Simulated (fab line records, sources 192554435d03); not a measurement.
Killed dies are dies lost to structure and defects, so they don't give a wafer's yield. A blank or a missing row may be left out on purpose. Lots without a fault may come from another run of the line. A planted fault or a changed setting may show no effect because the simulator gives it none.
Which tool did it? | flow n5_finfet | 23 lots, 69 wafers sampled, at 6 steps of a route of 1938

WHAT THE GAUGES READ, wafer by wafer
The record holds no reading of a measuring or inspecting step that can be judged against a usual standard deviation.

WHICH TOOL RAN EACH LOT (tool, then ch and the chambers of the sampled wafers, then the start)
lot  | N5_HKMG_FIN_HK_ANNEAL_02        | N5_HKMG_FIN_ETCH_58               | N5_HKMG_FIN_ETCH_31               | N5_HKMG_FIN_STRIP_90              | N5_GATE_CUT_ETCHBACK_30          | N5_GATE_CUT_SAC_CAP_01
L074 | rtp_anneal-01 ch 0, day 3 21:39 | rie_diel-05 ch 1,2,3, day 3 22:44 | rie_diel-05 ch 2,3, day 4 01:59   | rie_diel-06 ch 2,3, day 4 04:25   | rie_metal-03 ch 0,1, day 4 06:37 | ald_sin-04 ch 1,2, day 4 07:01
L075 | rtp_anneal-02 ch 0, day 4 04:58 | rie_diel-05 ch 1,2,3, day 4 06:00 | rie_diel-06 ch 0,2,3, day 4 09:11 | rie_diel-05 ch 1,3, day 4 11:36   | rie_metal-02 ch 0,1, day 4 13:46 | ald_sin-03 ch 1,2,3, day 4 14:13
L076 | rtp_anneal-01 ch 0, day 4 09:02 | rie_diel-06 ch 0,1, day 4 10:02   | rie_diel-06 ch 2,3, day 4 13:08   | rie_diel-06 ch 1,2,3, day 4 15:34 | rie_metal-02 ch 0,1, day 4 17:44 | ald_sin-01 ch 0,2,3, day 4 18:08
L077 | rtp_anneal-02 ch 0, day 4 17:29 | rie_diel-06 ch 0,3, day 4 18:31   | rie_diel-05 ch 0,2,3, day 4 21:58 | rie_diel-05 ch 1,2,3, day 5 00:25 | rie_metal-02 ch 0,1, day 5 02:37 | ald_sin-03 ch 1,3, day 5 03:23
L078 | rtp_anneal-02 ch 0, day 4 20:50 | rie_diel-04 ch 1,3, day 4 22:00   | rie_diel-06 ch 0,3, day 5 01:28   | rie_diel-04 ch 2,3, day 5 03:54   | rie_metal-01 ch 0,1, day 5 06:04 | ald_sin-03 ch 0,3, day 5 06:35
L079 | rtp_anneal-02 ch 0, day 5 05:41 | rie_diel-05 ch 0,1,3, day 5 06:50 | rie_diel-04 ch 0,1,2, day 5 09:50 | rie_diel-04 ch 0,2,3, day 5 12:40 | rie_metal-03 ch 0,1, day 5 14:57 | ald_sin-04 ch 1,2,3, day 5 15:29
L080 | rtp_anneal-02 ch 0, day 5 14:23 | rie_diel-05 ch 0,1,2, day 5 15:29 | rie_diel-05 ch 0,1,3, day 5 18:41 | rie_diel-04 ch 1,2, day 5 21:07   | rie_metal-03 ch 0,1, day 5 23:17 | ald_sin-03 ch 0,1,3, day 5 23:45
L081 | rtp_anneal-02 ch 0, day 5 17:56 | rie_diel-04 ch 0,1,2, day 5 18:58 | rie_diel-05 ch 0,3, day 5 22:04   | rie_diel-05 ch 0,2,3, day 6 00:31 | rie_metal-02 ch 0,1, day 6 02:41 | ald_sin-03 ch 0,2,3, day 6 03:05
L082 | rtp_anneal-02 ch 0, day 6 07:23 | rie_diel-04 ch 0,1,2, day 6 08:25 | rie_diel-06 ch 0,1, day 6 11:41   | rie_diel-06 ch 0,1, day 6 14:10   | rie_metal-03 ch 0,1, day 6 16:21 | ald_sin-04 ch 0,1, day 6 16:45
L083 | rtp_anneal-02 ch 0, day 6 09:20 | rie_diel-04 ch 0,1,2, day 6 14:10 | rie_diel-06 ch 0,1,2, day 6 17:23 | rie_diel-06 ch 0,1,3, day 6 19:53 | rie_metal-03 ch 0,1, day 6 22:04 | ald_sin-03 ch 0,1, day 6 22:28
L084 | rtp_anneal-02 ch 0, day 6 16:53 | rie_diel-06 ch 0,1,2, day 6 18:14 | rie_diel-04 ch 1,2,3, day 6 21:20 | rie_diel-06 ch 0,1,2, day 6 23:46 | rie_metal-03 ch 0,1, day 7 01:56 | ald_sin-03 ch 0,1, day 7 02:20
L085 | rtp_anneal-01 ch 0, day 6 17:17 | rie_diel-05 ch 1,3, day 6 18:28   | rie_diel-05 ch 0,1,3, day 6 21:46 | rie_diel-04 ch 0,1,3, day 7 00:11 | rie_metal-02 ch 0,1, day 7 02:21 | ald_sin-01 ch 0,1,3, day 7 02:47
L086 | rtp_anneal-01 ch 0, day 7 01:58 | rie_diel-05 ch 0,2,3, day 7 02:59 | rie_diel-05 ch 0,2,3, day 7 06:37 | rie_diel-06 ch 0,1, day 7 09:02   | rie_metal-03 ch 1, day 7 11:13   | ald_sin-04 ch 0,1,2, day 7 11:37
L088 | rtp_anneal-01 ch 0, day 7 09:11 | rie_diel-06 ch 0,1, day 7 10:14   | rie_diel-04 ch 1,3, day 7 13:38   | rie_diel-05 ch 0,2,3, day 7 16:17 | rie_metal-01 ch 0,1, day 7 18:27 | ald_sin-04 ch 1,3, day 7 18:51
L087 | rtp_anneal-02 ch 0, day 7 11:06 | rie_diel-05 ch 0,3, day 7 12:32   | rie_diel-06 ch 0,1, day 7 15:41   | rie_diel-04 ch 0,1,3, day 7 18:19 | rie_metal-01 ch 0,1, day 7 20:30 | ald_sin-03 ch 1,2,3, day 7 21:06
L089 | rtp_anneal-02 ch 0, day 7 17:44 | rie_diel-05 ch 0,1, day 7 18:55   | rie_diel-05 ch 0,2,3, day 8 03:16 | rie_diel-06 ch 0,1,3, day 8 05:43 | rie_metal-01 ch 0,1, day 8 07:56 | ald_sin-01 ch 2,3, day 8 08:33
L090 | rtp_anneal-01 ch 0, day 8 09:13 | rie_diel-04 ch 0,1,3, day 8 10:32 | rie_diel-05 ch 0,1,2, day 8 13:31 | rie_diel-05 ch 1,2,3, day 8 16:02 | rie_metal-01 ch 0,1, day 8 18:13 | ald_sin-03 ch 0,2,3, day 8 19:26
L091 | rtp_anneal-02 ch 0, day 8 10:52 | rie_diel-06 ch 2,3, day 8 12:11   | rie_diel-06 ch 0,1,3, day 8 15:23 | rie_diel-04 ch 0,1,2, day 8 17:59 | rie_metal-02 ch 0,1, day 8 20:15 | ald_sin-03 ch 0,2, day 8 21:37
L092 | rtp_anneal-01 ch 0, day 8 14:20 | rie_diel-05 ch 0,1,2, day 8 15:29 | rie_diel-04 ch 0,3, day 8 18:39   | rie_diel-04 ch 1,2, day 8 21:20   | rie_metal-01 ch 0,1, day 8 23:31 | ald_sin-04 ch 1,2, day 9 01:35
L094 | rtp_anneal-01 ch 0, day 9 01:54 | rie_diel-04 ch 1,2, day 9 02:55   | rie_diel-04 ch 2,3, day 9 06:01   | rie_diel-06 ch 0,1,2, day 9 08:36 | rie_metal-02 ch 0,1, day 9 10:47 | ald_sin-04 ch 1,3, day 9 11:11
L093 | rtp_anneal-01 ch 0, day 9 02:27 | rie_diel-06 ch 1,2,3, day 9 03:35 | rie_diel-04 ch 1,2,3, day 9 06:37 | rie_diel-04 ch 1,2, day 9 09:02   | rie_metal-03 ch 0,1, day 9 11:27 | ald_sin-03 ch 1,3, day 9 11:55
L095 | rtp_anneal-02 ch 0, day 9 08:17 | rie_diel-04 ch 2,3, day 9 09:26   | rie_diel-04 ch 1,2, day 9 12:34   | rie_diel-05 ch 0,2,3, day 9 15:01 | rie_metal-02 ch 0,1, day 9 17:27 | ald_sin-01 ch 0,1,2, day 9 17:54
L096 | rtp_anneal-01 ch 0, day 9 12:17 | rie_diel-04 ch 1,3, day 9 14:18   | rie_diel-04 ch 0,1,3, day 9 17:24 | rie_diel-05 ch 0,1,2, day 9 19:49 | rie_metal-01 ch 0,1, day 9 21:59 | ald_sin-03 ch 0,1,2, day 9 22:23
- N5_HKMG_FIN_HK_ANNEAL_02: time 30 s.
- N5_HKMG_FIN_ETCH_58: etches SOC in N2/H2, target depth 215.8 nm, time 741 s.
- N5_HKMG_FIN_ETCH_31: etches SiARC in CF4, target depth 45.5 nm, time 75.8 s.
- N5_HKMG_FIN_STRIP_90: strips SOC in N2/H2, time 20 s.
- N5_GATE_CUT_ETCHBACK_30: etches TiN in Cl2/Ar, target depth 3 nm.
- N5_GATE_CUT_SAC_CAP_01: material SiNx, target thk 24 nm, pulse time 1 s, ald cycles 480.

WHAT THE TOOLS THEMSELVES READ (means of the sampled wafers that have a number; where no wafer has one, the mark that the record gives instead)
N5_HKMG_FIN_HK_ANNEAL_02.
lot  | tool          | lamp_power_pct (%) | wafer_temp_C_max
L074 | rtp_anneal-01 | 8.79               | 702.8
L075 | rtp_anneal-02 | 8.79               | 702.9
L076 | rtp_anneal-01 | 8.81               | 703.3
L077 | rtp_anneal-02 | 8.83               | 703.6
L078 | rtp_anneal-02 | 8.81               | 703.1
L079 | rtp_anneal-02 | 8.79               | 703.1
L080 | rtp_anneal-02 | 8.75               | 703.0
L081 | rtp_anneal-02 | 8.79               | 702.5
L082 | rtp_anneal-02 | 8.79               | 702.2
L083 | rtp_anneal-02 | 8.81               | 702.9
L084 | rtp_anneal-02 | 8.78               | 702.8
L085 | rtp_anneal-01 | 8.83               | 702.2
L086 | rtp_anneal-01 | 8.79               | 703.6
L088 | rtp_anneal-01 | 8.81               | 703.7
L087 | rtp_anneal-02 | 8.84               | 702.0
L089 | rtp_anneal-02 | 8.83               | 703.2
L090 | rtp_anneal-01 | 8.83               | 703.3
L091 | rtp_anneal-02 | 8.77               | 702.5
L092 | rtp_anneal-01 | 8.78               | 702.6
L094 | rtp_anneal-01 | 8.78               | 702.8
L093 | rtp_anneal-01 | 8.79               | 702.8
L095 | rtp_anneal-02 | 8.85               | 702.3
L096 | rtp_anneal-01 | 8.75               | 702.6

N5_HKMG_FIN_ETCH_58.
lot  | tool        | drypump_motor_current_A (A) | oes_product_au (a.u.) | rf_vpp_V (V) | showerhead_plenum_p_Torr (Torr) | throttle_valve_pct (%)
L074 | rie_diel-05 | 5.7                         | 0.81                  | 99.7         | 2.59                            | 17.6
L075 | rie_diel-05 | 5.7                         | 0.80                  | 100.7        | 2.59                            | 17.6
L076 | rie_diel-06 | 6.4                         | 0.87                  | 100.4        | 2.68                            | 17.7
L077 | rie_diel-06 | 5.4                         | 0.76                  | 100.7        | 2.66                            | 18.0
L078 | rie_diel-04 | 6.0                         | 0.76                  | 99.4         | 2.63                            | 17.7
L079 | rie_diel-05 | 5.9                         | 0.82                  | 100.1        | 2.65                            | 17.5
L080 | rie_diel-05 | 5.8                         | 0.86                  | 99.4         | 2.61                            | 17.6
L081 | rie_diel-04 | 5.7                         | 0.82                  | 99.6         | 2.61                            | 17.8
L082 | rie_diel-04 | 5.7                         | 0.80                  | 98.5         | 2.60                            | 17.8
L083 | rie_diel-04 | 5.7                         | 0.80                  | 99.8         | 2.60                            | 17.8
L084 | rie_diel-06 | 6.3                         | 0.76                  | 99.6         | 2.60                            | 17.7
L085 | rie_diel-05 | 5.9                         | 0.75                  | 100.2        | 2.64                            | 17.9
L086 | rie_diel-05 | 5.9                         | 0.83                  | 99.5         | 2.59                            | 17.3
L088 | rie_diel-06 | 6.4                         | 0.82                  | 100.2        | 2.67                            | 17.7
L087 | rie_diel-05 | 6.1                         | 0.83                  | 99.7         | 2.65                            | 17.2
L089 | rie_diel-05 | 6.0                         | 0.80                  | 99.8         | 2.66                            | 17.9
L090 | rie_diel-04 | 5.7                         | 0.80                  | 99.9         | 2.56                            | 17.7
L091 | rie_diel-06 | 5.6                         | 0.90                  | 99.5         | 2.53                            | 17.4
L092 | rie_diel-05 | 5.8                         | 0.83                  | 99.4         | 2.60                            | 17.6
L094 | rie_diel-04 | 6.1                         | 0.76                  | 99.8         | 2.68                            | 17.9
L093 | rie_diel-06 | 5.8                         | 0.85                  | 99.6         | 2.60                            | 17.6
L095 | rie_diel-04 | 6.3                         | 0.82                  | 99.1         | 2.66                            | 17.8
L096 | rie_diel-04 | 6.0                         | 0.72                  | 99.8         | 2.61                            | 17.8

N5_HKMG_FIN_ETCH_31.
lot  | tool        | drypump_motor_current_A (A) | etch_rf_on_time_s (s) | oes_product_au (a.u.) | rf_vpp_V (V) | showerhead_plenum_p_Torr (Torr) | throttle_valve_pct (%)
L074 | rie_diel-05 | 5.7                         | 75.7                  | 0.68                  | 184.4        | 2.18                            | 15.31
L075 | rie_diel-06 | 5.7                         | 76.7                  | 0.62                  | 185.2        | 2.19                            | 15.64
L076 | rie_diel-06 | 5.6                         | 76.5                  | 0.60                  | 184.0        | 2.16                            | 15.65
L077 | rie_diel-05 | 5.8                         | 75.3                  | 0.74                  | 184.9        | 2.19                            | 15.28
L078 | rie_diel-06 | 5.9                         | 77.1                  | 0.64                  | 185.3        | 2.21                            | 15.64
L079 | rie_diel-04 | 5.7                         | 75.8                  | 0.70                  | 184.6        | 2.19                            | 15.57
L080 | rie_diel-05 | 5.9                         | 75.9                  | 0.69                  | 185.2        | 2.23                            | 15.48
L081 | rie_diel-05 | 6.1                         | 75.0                  | 0.74                  | 186.3        | 2.25                            | 15.22
L082 | rie_diel-06 | 6.4                         | 73.1                  | 0.72                  | 184.3        | 2.25                            | 15.53
L083 | rie_diel-06 | 6.3                         | 74.5                  | 0.66                  | 185.4        | 2.20                            | 15.67
L084 | rie_diel-04 | 6.1                         | 74.7                  | 0.68                  | 184.6        | 2.21                            | 15.47
L085 | rie_diel-05 | 5.9                         | 75.2                  | 0.68                  | 184.5        | 2.23                            | 15.50
L086 | rie_diel-05 | 5.8                         | 75.0                  | 0.71                  | 185.6        | 2.19                            | 15.31
L088 | rie_diel-04 | 6.0                         | 77.4                  | 0.63                  | 185.2        | 2.19                            | 15.47
L087 | rie_diel-06 | 6.4                         | 73.7                  | 0.70                  | 184.6        | 2.24                            | 15.56
L089 | rie_diel-05 | 5.8                         | 76.0                  | 0.69                  | 184.1        | 2.19                            | 15.32
L090 | rie_diel-05 | 5.8                         | 74.2                  | 0.71                  | 183.8        | 2.20                            | 15.55
L091 | rie_diel-06 | 5.9                         | 75.2                  | 0.66                  | 185.4        | 2.22                            | 15.58
L092 | rie_diel-04 | 5.4                         | 74.6                  | 0.74                  | 184.1        | 2.11                            | 15.58
L094 | rie_diel-04 | 6.3                         | 74.5                  | 0.70                  | 183.7        | 2.19                            | 15.40
L093 | rie_diel-04 | 6.1                         | 75.1                  | 0.66                  | 184.7        | 2.20                            | 15.50
L095 | rie_diel-04 | 6.0                         | 78.0                  | 0.61                  | 185.1        | 2.22                            | 15.60
L096 | rie_diel-04 | 5.7                         | 75.7                  | 0.67                  | 184.5        | 2.15                            | 15.55

N5_HKMG_FIN_STRIP_90.
lot  | tool        | drypump_motor_current_A (A) | oes_product_au (a.u.) | rf_vpp_V (V) | showerhead_plenum_p_Torr (Torr) | throttle_valve_pct (%)
L074 | rie_diel-06 | 5.6                         | 0.71                  | 54.2         | 3.36                            | 18.8
L075 | rie_diel-05 | 5.9                         | 0.75                  | 54.7         | 3.47                            | 18.5
L076 | rie_diel-06 | 5.8                         | 0.79                  | 54.5         | 3.45                            | 18.8
L077 | rie_diel-05 | 5.7                         | 0.79                  | 54.0         | 3.41                            | 18.6
L078 | rie_diel-04 | 6.3                         | 0.86                  | 54.7         | 3.53                            | 19.1
L079 | rie_diel-04 | 5.9                         | 0.87                  | 54.1         | 3.42                            | 18.8
L080 | rie_diel-04 | 6.0                         | 0.74                  | 54.3         | 3.51                            | 19.2
L081 | rie_diel-05 | 5.9                         | 0.84                  | 54.9         | 3.42                            | 18.3
L082 | rie_diel-06 | 6.4                         | 0.78                  | 54.2         | 3.51                            | 19.2
L083 | rie_diel-06 | 6.0                         | 0.80                  | 54.9         | 3.51                            | 19.1
L084 | rie_diel-06 | 6.2                         | 0.76                  | 54.9         | 3.43                            | 18.9
L085 | rie_diel-04 | 5.7                         | 0.81                  | 53.9         | 3.38                            | 18.9
L086 | rie_diel-06 | 6.4                         | 0.77                  | 54.7         | 3.50                            | 19.2
L088 | rie_diel-05 | 5.9                         | 0.82                  | 53.8         | 3.41                            | 18.3
L087 | rie_diel-04 | 5.7                         | 0.79                  | 54.1         | 3.38                            | 18.9
L089 | rie_diel-06 | 6.0                         | 0.78                  | 54.7         | 3.50                            | 19.1
L090 | rie_diel-05 | 5.7                         | 0.76                  | 55.2         | 3.40                            | 18.7
L091 | rie_diel-04 | 5.7                         | 0.79                  | 54.0         | 3.42                            | 18.9
L092 | rie_diel-04 | 6.1                         | 0.76                  | 54.5         | 3.53                            | 19.2
L094 | rie_diel-06 | 6.3                         | 0.83                  | 55.1         | 3.42                            | 18.8
L093 | rie_diel-04 | 6.1                         | 0.76                  | 54.4         | 3.53                            | 19.2
L095 | rie_diel-05 | 5.8                         | 0.80                  | 54.6         | 3.40                            | 18.4
L096 | rie_diel-05 | 5.8                         | 0.80                  | 54.7         | 3.43                            | 18.8

N5_GATE_CUT_ETCHBACK_30.
lot  | tool         | drypump_motor_current_A (A) | oes_product_au (a.u.) | throttle_valve_pct (%)
L074 | rie_metal-03 | 6.3                         | 0.76                  | 20.5
L075 | rie_metal-02 | 5.6                         | 0.72                  | 20.9
L076 | rie_metal-02 | 5.7                         | 0.64                  | 21.1
L077 | rie_metal-02 | 5.6                         | 0.73                  | 20.9
L078 | rie_metal-01 | 5.6                         | 0.74                  | 20.8
L079 | rie_metal-03 | 6.2                         | 0.78                  | 20.9
L080 | rie_metal-03 | 6.2                         | 0.78                  | 20.8
L081 | rie_metal-02 | 5.7                         | 0.65                  | 21.1
L082 | rie_metal-03 | 6.3                         | 0.74                  | 20.5
L083 | rie_metal-03 | 6.3                         | 0.78                  | 20.8
L084 | rie_metal-03 | 6.3                         | 0.74                  | 20.5
L085 | rie_metal-02 | 5.7                         | 0.65                  | 21.1
L086 | rie_metal-03 | 6.4                         | 0.71                  | 20.1
L088 | rie_metal-01 | 5.6                         | 0.76                  | 20.7
L087 | rie_metal-01 | 5.6                         | 0.76                  | 20.7
L089 | rie_metal-01 | 5.6                         | 0.76                  | 20.7
L090 | rie_metal-01 | 5.6                         | 0.71                  | 20.8
L091 | rie_metal-02 | 5.7                         | 0.86                  | 20.7
L092 | rie_metal-01 | 5.6                         | 0.71                  | 20.8
L094 | rie_metal-02 | 5.6                         | 0.81                  | 20.8
L093 | rie_metal-03 | 6.3                         | 0.75                  | 20.9
L095 | rie_metal-02 | 5.7                         | 0.86                  | 20.7
L096 | rie_metal-01 | 5.6                         | 0.75                  | 20.7

N5_GATE_CUT_SAC_CAP_01.
lot  | tool       | heater_power_w (W) | precursor_pulse_height_rel
L074 | ald_sin-04 | 791                | 1.008
L075 | ald_sin-03 | 831                | 1.007
L076 | ald_sin-01 | 912                | 0.971
L077 | ald_sin-03 | 894                | 1.018
L078 | ald_sin-03 | 864                | 1.001
L079 | ald_sin-04 | 807                | 1.019
L080 | ald_sin-03 | 904                | 0.984
L081 | ald_sin-03 | 823                | 1.006
L082 | ald_sin-04 | 880                | 0.999
L083 | ald_sin-03 | 909                | 0.992
L084 | ald_sin-03 | 927                | 0.996
L085 | ald_sin-01 | 866                | 1.031
L086 | ald_sin-04 | 822                | 0.991
L088 | ald_sin-04 | 852                | 1.001
L087 | ald_sin-03 | 843                | 0.996
L089 | ald_sin-01 | 850                | 0.980
L090 | ald_sin-03 | 820                | 0.994
L091 | ald_sin-03 | 782                | 0.995
L092 | ald_sin-04 | 793                | 0.996
L094 | ald_sin-04 | 852                | 0.997
L093 | ald_sin-03 | 888                | 0.996
L095 | ald_sin-01 | 757                | 0.995
L096 | ald_sin-03 | 862                | 1.021

THE ANSWER, worked out from the rows above alone
Rule: what is usual is taken from the lots themselves. Put in order of their means at a reading, lots are off if they are a third of the lots or fewer, leave a main group of 4 or more, and stand apart from it by a gap of 3 or more times the standard deviation of the main group's means; of several such gaps the widest counts. A main group whose means are all the same, to the digits that the tables above print for the reading, isn't used. A lot without any number at a reading at which 4 lots or more have one is off too. The other lots that the step has rows for count as sound. The gauges are gone through in route order, then the tools' own readings, and for those a lot's mean is taken as printed above. The first step at which some lot is off is used, and at that step the reading that is off furthest; a lot without a number counts as furthest.
No lot is off at any reading shown: from this, nothing can be told.

WHAT THE SIMULATOR HAD PUT IN
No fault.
